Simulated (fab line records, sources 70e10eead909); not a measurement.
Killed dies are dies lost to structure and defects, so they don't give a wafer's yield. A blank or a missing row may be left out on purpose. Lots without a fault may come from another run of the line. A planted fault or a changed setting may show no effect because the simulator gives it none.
Chamber matching | flow nand_harc | NHARC_A_CONTACT_ETCH_106 on rie_diel-06: 4 sister chambers
The step etches the open film in CF4/O2, target depth 60 nm, overetch 6 nm, time 33 s. 14 wafers are shown with their chamber, then 7 later ones without.

WAFERS WITH THEIR CHAMBER
wafer  | chamber | showerhead_plenum_p_Torr (Torr) | rf_vpp_V (V) | throttle_valve_pct (%)
L608.1 | 3       | 1.40                            | 199.4        | 13.390
L608.2 | 0       | 1.32                            | 196.9        | 13.386
L608.4 | 2       | 1.40                            | 199.0        | 13.404
L619.2 | 2       | 1.40                            | 199.5        | 13.391
L619.5 | 1       | 1.24                            | 195.3        | 13.396
L619.6 | 2       | 1.40                            | 198.4        | 13.397
L618.2 | 2       | 1.40                            | 199.9        | 13.388
L618.4 | 1       | 1.24                            | 195.8        | 13.391
L618.6 | 3       | 1.39                            | 200.0        | 13.394
L622.3 | 0       | 1.31                            | 197.5        | 13.379
L622.4 | 3       | 1.39                            | 198.5        | 13.400
L622.6 | 3       | 1.39                            | 199.1        | 13.400
L620.1 | 0       | 1.31                            | 196.6        | 13.397
L620.4 | 1       | 1.24                            | 196.9        | 13.390

SIGNATURES (means of the wafers above)
reading                  | chamber 0 | chamber 1 | chamber 2 | chamber 3 | scatter within a chamber
showerhead_plenum_p_Torr | 1.3133    | 1.2400    | 1.4000    | 1.3925    | 0.00376
rf_vpp_V                 | 197.000   | 196.000   | 199.200   | 199.250   | 0.647
throttle_valve_pct       | 13.38733  | 13.39233  | 13.39500  | 13.39600  | 0.00638
Rule: a wafer's distance from a chamber is the root of the sum, over the readings, of the square of ((its reading less the chamber's mean) divided by the reading's scatter). The wafer belongs to the nearest chamber; if the next one is less than 2 further off, it can't be placed. The scatter: the root of (the sum of the squares of (reading less its chamber's mean) over the shown wafers, divided by (wafers less chambers)).

WAFERS WITHOUT THEIR CHAMBER
wafer  | showerhead_plenum_p_Torr (Torr) | rf_vpp_V (V) | throttle_valve_pct (%)
L620.6 | 1.39                            | 197.0        | 13.415
L627.2 | 1.39                            | 200.2        | 13.401
L627.3 | 1.24                            | 195.5        | 13.391
L627.6 | 1.39                            | 199.3        | 13.397
L629.3 | 1.31                            | 197.0        | 13.392
L629.4 | 1.39                            | 198.0        | 13.398
L629.6 | 1.39                            | 199.1        | 13.392

WHICH CHAMBER EACH WENT THROUGH
wafer  | from the rows above     | in truth
L620.6 | can't be placed: 3 or 2 | 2
L627.2 | can't be placed: 3 or 2 | 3
L627.3 | 1                       | 1
L627.6 | can't be placed: 3 or 2 | 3
L629.3 | 0                       | 0
L629.4 | can't be placed: 3 or 2 | 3
L629.6 | can't be placed: 3 or 2 | 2
Placed correctly: 2 of 7. Can't be placed from these rows: 5 (the true chamber is among the candidates in 5). Placed wrongly: 0.
